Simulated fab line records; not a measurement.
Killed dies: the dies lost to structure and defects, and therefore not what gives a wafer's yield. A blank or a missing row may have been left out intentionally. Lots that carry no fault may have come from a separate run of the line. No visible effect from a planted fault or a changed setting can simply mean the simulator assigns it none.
Chamber matching ; flow n5-finfet ; rie-diel-04 running N5_BEOL_M0_ETCH_128: 4 sister chambers
The step etches SiCN in CF4/N2, target depth 12 nm, overetch 5.1 nm, time 21.4 s. 4 wafers are shown with their chamber, then 7 later ones without.

== WAFERS PAIRED WITH THEIR CHAMBERS ==
wafer;chamber;showerhead-plenum-p-Torr (Torr)
L089.3;3;2.25
L089.4;2;2.11
L093.1;1;2.23
L093.2;0;2.26

== WAFERS WHOSE CHAMBER IS MISSING ==
wafer;showerhead-plenum-p-Torr (Torr)
L093.5;2.25
L095.1;2.23
L095.3;2.24
L095.5;2.23
L096.1;2.11
L096.2;2.26
L096.3;2.24

== CHAMBER TAKEN BY EACH ==
wafer;from the rows above;in truth
L093.5;can't be placed: 3 or 0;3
L095.1;1;1
L095.3;can't be placed: 3 or 1 or 0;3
L095.5;1;1
L096.1;2;2
L096.2;can't be placed: 0 or 3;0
L096.3;can't be placed: 3 or 1 or 0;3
Correctly placed: 3 of 7. Cannot be placed on the basis of these rows: 4; the candidates contain the true chamber in 4. 0 placed wrongly.
How it was worked out, from the rows above alone: a wafer's distance from a chamber is the root of the sum, over the readings, of the square of ((its reading less the chamber's mean) divided by the reading's scatter). If the next closest chamber is less than 2 further off than the closest, the wafer can't be placed; otherwise it belongs to the closest. A chamber's mean is the mean of its shown wafers. The scatter (one wafer shown for each chamber): square how far every hidden wafer sits from the nearest shown wafer, average those squares and take the square root.
